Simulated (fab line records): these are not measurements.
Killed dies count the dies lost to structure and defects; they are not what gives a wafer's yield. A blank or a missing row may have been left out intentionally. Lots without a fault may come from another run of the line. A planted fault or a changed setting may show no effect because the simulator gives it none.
Comparing a struck lot with a sound one	flow n5Finfet	40 steps out of a route of 1938
Sound: these wafers, L351.2, L351.3, L351.5. Wafers struck: L345.4, L345.5, L345.6. At the end, the cause is stated.
At each step with rows: each side's tool, then ch and its chambers, then its first start. Under that, the readings that differ: sound wafers	struck wafers	difference of the means	sigmas: that difference in standard deviations of wafers without a fault.
alike: same words and numbers on both sides, and readings whose means sit less than 2 such deviations apart. not compared: any withheld reading, any reading some wafer has no value for, any bound like >300 that may hide the same value, and any number with overlapping values for which the record gives no deviation.
The two part at a step that has a row with sigmas, a row that says differs or no value, or rows on one side only. Numbers that don't overlap but have no deviation are shown without sigmas and don't part them. A reading that every wafer of one side lacks parts them only if that side has two wafers or more.

first, 9 steps without rows for these wafers: N5_MOL_CONTACT_COAG_PRE_CLEAN_121; N5_MOL_CONTACT_COAG_CVD_140 (deposits W, target thk 66.5 nm, time 215 s); N5_MOL_CONTACT_COAG_PRECLEAN_127 (cleans in DIW, time 57.5 s); N5_MOL_CONTACT_COAG_SRD_128 (dry time 32 s); N5_MOL_CONTACT_COAG_CMP_52 (polishes, stops on SiO2, t overpolish 1.5 s, target thk 66.5 nm); N5_MOL_CONTACT_COAG_ANNEAL_112 (time 1800 s); N5_BEOL_M0_SAQP_PECVD_00 (deposits SiCN from 3MS/NH3, target thk 8 nm, time 14 s); N5_BEOL_M0_SAQP_ILD_DEP_01 (deposits SiOC from DEMS/O2, target thk 45.419 nm, time 8.7 s); N5_BEOL_M0_SAQP_HM_DEP_02 (deposits TiN, target thk 12 nm).
N5_BEOL_M0_SAQP_PECVD_03: deposits SiCN from 3MS/NH3, target thk 12 nm, time 21.1 s.
  sound on pecvd-04 ch 0,1,2, day 10 08:02; struck on pecvd-01 ch 0,1,2, day 8 22:53
  alike: showerheadPlenumPTorr, throttleValvePct
  not compared: sinceWetCleanH
then, 12 steps without rows for these wafers: N5_BEOL_M0_SAQP_PECVD_96 (deposits a-Si from SiH4/He, target thk 45 nm, time 45.2 s); N5_BEOL_M0_SAQP_PECVD_97 (deposits SiNx from SiH4/NH3/N2, target thk 23 nm, time 19.9 s); N5_BEOL_M0_SAQP_PECVD_04 (deposits a-Si from SiH4/He, target thk 60 nm, time 60.2 s); N5_BEOL_M0_SAQP_HM_DEP_111 (deposits SiO2 from SiH4/N2O, target thk 12 nm, time 7.2 s); N5_BEOL_M0_SAQP_COAT_81 (time 60 s, resist thk 100 nm); N5_BEOL_M0_SAQP_COAT_82 (time 60 s, resist thk 30 nm); N5_BEOL_M0_SAQP_COAT_08 (resist thk 90 nm); N5_BEOL_M0_SAQP_EBR_10; N5_BEOL_M0_SAQP_SOFTBAKE_09 (time 60 s); N5_BEOL_M0_SAQP_EXPOSE_11 (exposes mask M0 CORE, target cd 42 nm); N5_BEOL_M0_SAQP_PEB_12 (peb time 60 s); N5_BEOL_M0_SAQP_DEVELOP_13 (develop time 30 s).
N5_BEOL_M0_SAQP_INSPECT_16: inspects for defects (brightfield).
  sound: defectInspect-01 at day 10 08:47; struck: defectInspect-02 at day 8 23:38
reading	sound	struck	difference	sigmas
rawDefectCount	401 359 511	1379 1390 1290	+929	+7
then, 13 steps without rows for these wafers: N5_BEOL_M0_SAQP_DESCUM_19 (chemistry O2, time 7.9 s); N5_BEOL_M0_SAQP_ETCH_83 (etches SiARC in CF4, target depth 39 nm, time 65 s); N5_BEOL_M0_SAQP_ETCH_84 (etches SOC in N2/H2, target depth 100 nm, overetch 20 nm, time 150 s); N5_BEOL_M0_SAQP_STRIP_80 (strips in N2/H2); N5_BEOL_M0_SAQP_HM_OPEN_112 (chemistry CHF3/O2, target SiO2, stops on a-Si, target depth 12 nm, time 13.5 s); N5_BEOL_M0_SAQP_STRIP_113 (strips in CHF3/O2); N5_BEOL_M0_SAQP_MANDREL_ETCH_20 (etches a-Si in HBr/Cl2, stops on SiNx, target depth 60 nm, bt time 10 s, time 30 s); N5_BEOL_M0_SAQP_STRIP_86 (strips in N2/H2); N5_BEOL_M0_SAQP_STRIP_115 (strips in post etch residue remover, time 60 s); N5_BEOL_M0_SAQP_SRD_93 (time 30 s); N5_BEOL_M0_SAQP_RECESS_114 (chemistry HF/NH3, target SiO2, target depth 14.4 nm, afs cycles 3, sublimation time 60 s); N5_BEOL_M0_SAQP_SPACER1_ALD_98 (deposits SiO2, target thk 12.8 nm, pulse time 1 s, purge time 2 s); N5_BEOL_M0_SAQP_SPACER1_ETCHBACK_99 (etches SiO2 in CHF3/O2, target depth 15.4 nm, time 7.7 s).
N5_BEOL_M0_SAQP_INSPECT_42: inspects for defects (brightfield).
  sound: defectInspect-01 at day 10 12:56; struck: defectInspect-02 at day 9 03:45
reading	sound	struck	difference	sigmas
rawDefectCount	443 411 295	1305 1237 1228	+874	+10
N5_BEOL_M0_CUTY_INSPECT_59: inspects for defects (macro).
  sound: defectInspect-01 at day 10 14:43; struck: defectInspect-02 at day 9 05:10
reading	sound	struck	difference	sigmas
rawDefectCount	2 1 2	>300 >300 >300	differs	
-- the record jumps here: 2 days lie between the struck wafers' starts before and after (it left off in module BEOL_M0_CUTY and takes up again in module BEOL_M4, whose first step shown is number 1111 of the route) --
N5_BEOL_M4_RC_MEAS_101:
  sound on prober-02 ch 0, day 12 15:36; struck on prober-02 ch 0, day 11 07:02
  alike: DIBL_N, DIBL_P, IOFF_N, IOFF_P, ION_N, ION_P, SS_N, SS_P, VT_N, VT_P
-- the record jumps here: 4 days lie between the struck wafers' starts before and after (it left off in module BEOL_M4 and takes up again in module PASSIVATION, whose first step shown is number 1936 of the route) --
N5_PASSIVATION_PROBE_49:
  only the struck wafers here have rows in the record (prober-02, day 15 13:52); the sound ones have none

## WHERE THEY PART
First at N5_BEOL_M0_SAQP_INSPECT_16; last, within this record, at N5_PASSIVATION_PROBE_49.

WHY: whatever the simulator had introduced
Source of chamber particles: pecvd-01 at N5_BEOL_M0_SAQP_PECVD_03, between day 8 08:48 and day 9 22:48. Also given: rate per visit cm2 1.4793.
